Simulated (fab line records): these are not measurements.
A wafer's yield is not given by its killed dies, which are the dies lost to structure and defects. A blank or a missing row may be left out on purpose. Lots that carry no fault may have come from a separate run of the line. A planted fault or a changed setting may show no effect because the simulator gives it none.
Matching of chambers | flow n5Finfet | uvCure-01 running N5_BEOL_M11_CURE_72: 3 sister chambers
The step cures SiCOH lowk, time 120 s. 30 wafers are shown with their chamber, then 12 later ones without.

## WAFERS, EACH WITH ITS CHAMBER
wafer  | chamber | wafer_temp_C_max | lampPowerPct (%)
L074.4 | 1       | 371.5            | 52.30
L074.5 | 1       | 371.3            | 52.26
L074.6 | 1       | 371.1            | 52.27
L077.1 | 2       | 372.4            | 52.28
L077.2 | 2       | 371.7            | 52.43
L077.5 | 2       | 371.6            | 52.21
L082.1 | 2       | 372.1            | 52.33
L082.3 | 2       | 371.5            | 52.21
L082.5 | 2       | 372.0            | 52.31
L081.2 | 1       | 371.6            | 52.38
L081.4 | 1       | 371.7            | 52.38
L081.5 | 1       | 371.1            | 52.38
L085.1 | 2       | 372.4            | 52.29
L085.2 | 2       | 371.9            | 52.35
L085.6 | 2       | 372.7            | 52.30
L086.3 | 0       | 371.4            | 52.35
L086.4 | 0       | 371.2            | 52.35
L086.5 | 0       | 371.3            | 52.34
L084.1 | 1       | 371.7            | 52.36
L084.3 | 1       | 371.3            | 52.29
L084.5 | 1       | 371.1            | 52.22
L084.2 | 1       | 370.9            | 52.29
L084.4 | 1       | 371.7            | 52.35
L084.6 | 1       | 371.7            | 52.28
L090.1 | 2       | 371.9            | 52.29
L090.2 | 2       | 371.9            | 52.28
L090.6 | 2       | 372.0            | 52.37
L090.3 | 2       | 372.0            | 52.22
L090.4 | 2       | 371.4            | 52.19
L090.5 | 2       | 372.1            | 52.34

SIGNATURES, as means of the wafers listed above
reading          | chamber 0 | chamber 1 | chamber 2 | scatter within a chamber
wafer_temp_C_max | 371.300   | 371.392   | 371.973   | 0.315
lampPowerPct     | 52.3467   | 52.3133   | 52.2933   | 0.0592
Rule: for a wafer and a chamber, the distance is found by dividing, reading by reading, the gap between the wafer's reading and the chamber's mean by the reading's scatter, squaring, summing and taking the root. The wafer belongs to the nearest chamber; if the next one is less than 2 further off, it can't be placed. The scatter: take each reading less its chamber's mean, square it, sum over the shown wafers, divide by the number of wafers less the number of chambers, and take the root.

## WAFERS WHOSE CHAMBER IS MISSING
wafer  | wafer_temp_C_max | lampPowerPct (%)
L092.1 | 371.6            | 52.34
L092.2 | 371.4            | 52.34
L092.3 | 371.5            | 52.31
L092.4 | 371.5            | 52.27
L092.5 | 371.4            | 52.36
L092.6 | 371.8            | 52.30
L097.2 | 371.4            | 52.28
L097.4 | 371.8            | 52.36
L097.5 | 371.6            | 52.23
L096.1 | 371.4            | 52.30
L096.2 | 371.0            | 52.27
L096.4 | 371.5            | 52.32

## CHAMBER TAKEN BY EACH
wafer  | from the rows above          | in truth
L092.1 | can't be placed: 1 or 0 or 2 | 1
L092.2 | can't be placed: 0 or 1 or 2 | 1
L092.3 | can't be placed: 1 or 0 or 2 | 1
L092.4 | can't be placed: 1 or 0 or 2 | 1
L092.5 | can't be placed: 0 or 1 or 2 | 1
L092.6 | can't be placed: 2 or 1 or 0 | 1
L097.2 | can't be placed: 1 or 0 or 2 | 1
L097.4 | can't be placed: 2 or 1 or 0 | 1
L097.5 | can't be placed: 1 or 2 or 0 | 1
L096.1 | can't be placed: 1 or 0 or 2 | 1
L096.2 | can't be placed: 1 or 0 or 2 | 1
L096.4 | can't be placed: 1 or 0 or 2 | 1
Correct placement for 0 of the 12. These rows do not allow placing 12 (true chamber among the candidates in 12). Wrongly placed: 0.
